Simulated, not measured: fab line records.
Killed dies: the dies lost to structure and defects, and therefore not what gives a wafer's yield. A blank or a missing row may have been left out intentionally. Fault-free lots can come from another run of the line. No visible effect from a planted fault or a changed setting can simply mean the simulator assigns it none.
Which tool did it? | flow n5-finfet | 10 lots, 30 wafers sampled, at 4 steps of a route of 1938

## WHAT THE GAUGES SHOWED, per wafer
N5_PASSIVATION_OVL_MEAS_63.
lot  | measured     | on         | PAD_OVL (nm)
L736 | day 11 10:58 | overlay-02 | -2 -10 -7
L737 | day 12 05:35 | overlay-02 | 3 3 5
L738 | day 12 06:01 | overlay-02 | 1 -1 -3
L739 | day 12 22:06 | overlay-02 | 8 1 5
L741 | day 13 04:25 | overlay-01 | 9 5 5
L745 | day 14 09:20 | overlay-02 | 11 9 10
L749 | day 16 01:28 | overlay-01 | 12 7 7
L754 | day 17 00:57 | overlay-01 | -4 2 0
L756 | day 17 05:52 | overlay-02 | 1 4 -1
L758 | day 18 12:22 | overlay-02 | 5 4 4

## WHAT TOOL EACH LOT RAN ON (gives the tool, then ch and the chambers of the sampled wafers, and finally the start)
lot  | N5_BEOL_M5_VIA_ETCH_34             | N5_PASSIVATION_PECVD_00         | N5_MIM_BOT_LITHO_DESCUM_10
L736 | rie-diel-04 ch 1,2, day 7 23:55    | pecvd-02 ch 1,2, day 11 04:00   | rie-diel-06 ch 1,2,3, day 11 07:35
L737 | rie-diel-04 ch 0,1,2, day 8 16:38  | pecvd-01 ch 0,1, day 11 22:52   | rie-diel-06 ch 2,3, day 12 02:25
L738 | rie-diel-01 ch 1,2,3, day 8 17:51  | pecvd-02 ch 0,2, day 11 21:56   | rie-diel-02 ch 1,2,3, day 12 02:20
L739 | rie-diel-01 ch 0,1,2, day 9 07:42  | pecvd-02 ch 0,1, day 12 11:50   | rie-diel-05 ch 0,1,2, day 12 17:12
L741 | rie-diel-04 ch 0,1,2, day 9 16:58  | pecvd-02 ch 0,2, day 12 19:41   | rie-diel-06 ch 0,3, day 12 23:57
L745 | rie-diel-04 ch 2,3, day 10 15:06   | pecvd-04 ch 0,1, day 14 02:26   | rie-diel-02 ch 1,2,3, day 14 05:59
L749 | rie-diel-01 ch 2,3, day 12 06:26   | pecvd-01 ch 0,2, day 15 15:44   | rie-diel-05 ch 1,2, day 15 20:17
L754 | rie-diel-03 ch 0,1,3, day 13 03:04 | pecvd-04 ch 0,1,2, day 16 16:55 | rie-diel-02 ch 0,1,2, day 16 21:10
L756 | rie-diel-03 ch 0,1,2, day 13 11:52 | pecvd-01 ch 0,1, day 16 23:16   | rie-diel-05 ch 1,2,3, day 17 02:28
L758 | rie-diel-01 ch 1,2,3, day 14 02:41 | pecvd-01 ch 0,1,2, day 18 06:04 | rie-diel-02 ch 0,2, day 18 08:31
- N5_BEOL_M5_VIA_ETCH_34: etches SiCOH lowk in C4F6/O2, target depth 88.3 nm, time 39.2 s.
- N5_PASSIVATION_PECVD_00: deposits SiO2 from SiH4/N2O, target thk 200 nm, time 11.2 s.
- N5_MIM_BOT_LITHO_DESCUM_10: chemistry O2, time 7.9 s.

## THE ANSWER, worked out from the rows above alone
Rule: usual is defined by the lots themselves. Put in order of their means at a reading, lots are off if they are a third of the lots or fewer, leave a main group of 4 or more, and stand apart from it by a gap of 3 or more times the standard deviation of the main group's means; of several such gaps the widest counts. Not used: any main group whose means are identical at the precision the tables above print for the reading. A lot without any number at a reading at which 4 lots or more have one is off too. The other lots that the step has rows for count as sound.
Across all readings shown, no lot is off: no conclusion can be drawn from this.

## WHAT HAD BEEN PUT IN BY THE SIMULATOR
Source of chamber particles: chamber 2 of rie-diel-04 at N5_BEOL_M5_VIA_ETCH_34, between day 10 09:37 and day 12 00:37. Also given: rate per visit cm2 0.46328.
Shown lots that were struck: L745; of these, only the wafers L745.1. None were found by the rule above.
